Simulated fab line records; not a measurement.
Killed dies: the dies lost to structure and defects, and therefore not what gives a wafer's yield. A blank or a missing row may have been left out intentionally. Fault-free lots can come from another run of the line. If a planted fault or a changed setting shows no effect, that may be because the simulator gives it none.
The tool behind it: which one? | flow n5 finfet | Sampling: 10 lots, 30 wafers, 5 of 1938 route steps

== WHAT THE GAUGES SHOWED, per wafer ==
N5_BEOL_M4_RC_MEAS_101.
lot  | measured     | on        | DIBL_N (mV/V)
L365 | day 8 06:04  | prober-02 | 34.3 35.2 35.5
L366 | day 8 17:36  | prober-01 | 36.9 34.8 37.4
L367 | day 9 01:41  | prober-02 | 34.9 33.5 35.1
L368 | day 9 03:20  | prober-01 | 37.1 36.6 36.3
L369 | day 9 18:49  | prober-02 | 38.8 35.9 37.8
L370 | day 9 20:58  | prober-01 | 36.2 35.4 36.4
L381 | day 12 06:28 | prober-02 | 35.3 36.1 35.7
L382 | day 12 14:25 | prober-01 | 36.7 36.8 35.0
L383 | day 13 00:58 | prober-02 | 36.2 35.5 36.5
L386 | day 13 13:08 | prober-01 | 35.8 34.8 37.9

== EACH LOT AND THE TOOL THAT RAN IT (in order: tool; ch and the chambers of the sampled wafers; start) ==
lot  | N5_GATE_CUT_VAPOR_ETCH_49        | N5_GATE_CUT_ALD_22               | N5_MOL_CONTACT_COAG_EXPOSE_05     | N5_MOL_CONTACT_COAG_DESCUM_13
L365 | rie metal-01 ch 0,1, day 4 21:56 | ald sin-04 ch 0,2,3, day 4 22:32 | euv scanner-02 ch 0, day 5 01:14  | rie diel-01 ch 1,2,3, day 5 01:31
L366 | rie metal-01 ch 0,1, day 5 05:02 | ald sin-04 ch 0,2, day 5 05:28   | euv scanner-02 ch 0, day 5 08:10  | rie diel-06 ch 2,3, day 5 08:25
L367 | rie metal-03 ch 0,1, day 5 07:27 | ald sin-01 ch 0,1,3, day 5 07:41 | euv scanner-02 ch 0, day 5 10:24  | rie diel-06 ch 1,2,3, day 5 10:55
L368 | rie metal-03 ch 0,1, day 5 15:14 | ald sin-01 ch 0,2, day 5 16:38   | euv scanner-01 ch 0, day 5 19:27  | rie diel-06 ch 0,3, day 5 20:02
L369 | rie metal-02 ch 1, day 5 18:10   | ald sin-02 ch 1,2,3, day 5 18:28 | euv scanner-01 ch 0, day 5 21:10  | rie diel-06 ch 2,3, day 5 21:25
L370 | rie metal-03 ch 0,1, day 6 06:12 | ald sin-02 ch 0,1, day 6 06:26   | euv scanner-01 ch 0, day 6 09:08  | rie diel-02 ch 1,2, day 6 09:23
L381 | rie metal-02 ch 0,1, day 8 19:04 | ald sin-04 ch 1,3, day 8 19:17   | euv scanner-01 ch 0, day 8 22:18  | rie diel-01 ch 1,3, day 8 22:32
L382 | rie metal-03 ch 0,1, day 9 04:37 | ald sin-04 ch 0,1, day 9 04:51   | euv scanner-01 ch 0, day 9 07:34  | rie diel-06 ch 0,1,3, day 9 07:47
L383 | rie metal-01 ch 0,1, day 9 05:57 | ald sin-02 ch 1,2,3, day 9 06:11 | euv scanner-02 ch 0, day 9 09:00  | rie diel-01 ch 0,1, day 9 09:31
L386 | rie metal-02 ch 0,1, day 9 23:31 | ald sin-04 ch 1,2,3, day 9 23:45 | euv scanner-02 ch 0, day 10 02:34 | rie diel-01 ch 0,1,3, day 10 02:53
- N5_GATE_CUT_VAPOR_ETCH_49: etches TiAlC in BCl3/Cl2.
- N5_GATE_CUT_ALD_22: deposits SiNx, target thk 16 nm, pulse time 1 s, ald cycles 320.
- N5_MOL_CONTACT_COAG_EXPOSE_05: exposes mask CA, defocus 0 nm.
- N5_MOL_CONTACT_COAG_DESCUM_13: chemistry O2, time 7 s.

== THE ANSWER, worked out from the rows above alone ==
Rule: what is usual is taken from the lots themselves. The widest of any qualifying gaps counts: lots, ordered by their means at a reading, are off when they make up no more than a third of the lots, leave a main group of 4 or more, and stand apart from it by 3 or more times the standard deviation of that group's means. A main group whose means are all the same, to the digits that the tables above print for the reading, isn't used. Also off: a lot with no number at a reading for which 4 or more lots have one. Any other lot the step has rows for is counted as sound.
Nothing can be told from this: no lot is off at any reading shown.

== WHAT WAS PUT IN BY THE SIMULATOR ==
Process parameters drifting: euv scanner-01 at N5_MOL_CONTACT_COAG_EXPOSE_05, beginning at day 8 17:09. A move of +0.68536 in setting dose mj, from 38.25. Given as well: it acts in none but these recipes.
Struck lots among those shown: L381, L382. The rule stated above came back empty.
